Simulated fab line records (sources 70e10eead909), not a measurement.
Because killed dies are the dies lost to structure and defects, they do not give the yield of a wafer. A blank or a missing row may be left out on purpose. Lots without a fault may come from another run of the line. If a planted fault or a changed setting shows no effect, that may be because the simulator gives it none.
Chamber matching | flow nand-harc | NHARC_A_SLIT_DEP_23 on pecvd-03 has 3 sister chambers
The step deposits SiON, target thk 100 nm. 6 wafers are shown with their chamber, then 10 later ones without.

WAFERS, EACH WITH ITS CHAMBER
wafer  | chamber | heater-power-w (W)
L077.6 | 0       | 720
L081.3 | 0       | 732
L083.6 | 1       | 761
L085.6 | 1       | 863
L088.3 | 2       | 735
L088.5 | 2       | 747

WAFERS WITH NO CHAMBER GIVEN
wafer  | heater-power-w (W)
L088.6 | 904
L094.3 | 699
L094.4 | 678
L094.6 | 704
L097.2 | 797
L097.3 | 807
L097.4 | 625
L096.2 | 711
L096.3 | 797
L096.6 | 805

EACH ONE'S CHAMBER
wafer  | from the rows above          | in truth
L088.6 | can't be placed: 1 or 2      | 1
L094.3 | can't be placed: 0 or 2      | 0
L094.4 | can't be placed: 0 or 2      | 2
L094.6 | can't be placed: 0 or 2      | 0
L097.2 | can't be placed: 1 or 2 or 0 | 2
L097.3 | can't be placed: 1 or 2 or 0 | 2
L097.4 | can't be placed: 0 or 2      | 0
L096.2 | can't be placed: 0 or 2      | 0
L096.3 | can't be placed: 1 or 2 or 0 | 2
L096.6 | can't be placed: 1 or 2 or 0 | 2
0 of 10 placed correctly. Not placeable from these rows: 10 (in 10, the candidates include the true chamber). 0 placed wrongly.
How it was worked out, from the rows above alone: a wafer's distance from a chamber is the root of the sum, over the readings, of the square of ((its reading less the chamber's mean) divided by the reading's scatter). The wafer belongs to the nearest chamber; if the next one is less than 2 further off, it can't be placed. For every chamber, the mean is computed from those of its wafers that are shown. The scatter is the square root of a quotient: the sum, over the shown wafers, of each reading's squared deviation from its chamber's mean, divided by wafers minus chambers.
